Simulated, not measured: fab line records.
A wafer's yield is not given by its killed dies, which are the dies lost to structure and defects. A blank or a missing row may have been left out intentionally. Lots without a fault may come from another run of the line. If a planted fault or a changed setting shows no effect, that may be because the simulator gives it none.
Matching of chambers	flow n5_finfet	N5_MOL_CONTACT_COAG_CMP_28 on cmp-02 has 4 sister chambers
The step polishes, stops on SiNx, t overpolish 0.85 s, target thk 14.522 nm. 16 wafers are shown with their chamber, then 8 later ones without.

WAFERS WITH THEIR CHAMBER
wafer	chamber	motor_current_A (A)	slurry_flow_ml_min	time_to_endpoint_s (s)
L074.1	3	12.1	149.4	3.1
L074.2	2	14.2	149.9	6.2
L074.5	2	14.4	149.9	3.8
L075.1	2	14.2	149.6	2.5
L075.2	1	12.8	150.0	5.9
L075.3	3	12.1	150.1	0.4
L078.2	0	15.1	150.4	4.2
L078.3	1	12.8	150.3	3.3
L078.6	1	13.3	149.7	3.0
L084.1	3	12.5	149.7	6.2
L084.2	0	14.8	150.1	6.0
L084.6	1	12.4	150.2	9.0
L088.1	2	14.0	149.1	4.9
L088.4	3	12.6	149.8	3.5
L088.5	3	12.6	151.0	7.2
L090.3	3	12.1	150.6	1.4

SIGNATURES (means of the wafers above)
reading	chamber 0	chamber 1	chamber 2	chamber 3	scatter within a chamber
motor_current_A	14.950	12.825	14.200	12.333	0.269
slurry_flow_ml_min	150.250	150.050	149.625	150.100	0.455
time_to_endpoint_s	5.100	5.300	4.350	3.633	2.37
Rule: for a wafer and a chamber, the distance is found by dividing, reading by reading, the gap between the wafer's reading and the chamber's mean by the reading's scatter, squaring, summing and taking the root. If the next closest chamber is less than 2 further off than the closest, the wafer can't be placed; otherwise it belongs to the closest. How the scatter is found: for the shown wafers, subtract from each reading the mean of its chamber, square and add these, divide the total by (wafers less chambers), then take the root.

WAFERS WITHOUT THEIR CHAMBER
wafer	motor_current_A (A)	slurry_flow_ml_min	time_to_endpoint_s (s)
L090.5	12.6	150.3	5.3
L090.6	13.9	150.1	2.5
L093.1	14.5	150.9	5.4
L093.4	14.2	149.8	3.9
L093.6	15.7	150.5	4.9
L097.1	13.0	149.9	4.1
L097.2	14.5	150.0	3.8
L097.3	13.3	150.8	2.6

THE CHAMBER EACH PASSED THROUGH
wafer	from the rows above	in truth
L090.5	can't be placed: 1 or 3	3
L090.6	2	2
L093.1	can't be placed: 0 or 2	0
L093.4	2	2
L093.6	0	0
L097.1	can't be placed: 1 or 3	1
L097.2	can't be placed: 2 or 0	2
L097.3	can't be placed: 1 or 3 or 2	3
3 of 8 placed correctly. Cannot be placed on the basis of these rows: 5; the candidates contain the true chamber in 5. Wrongly placed: 0.
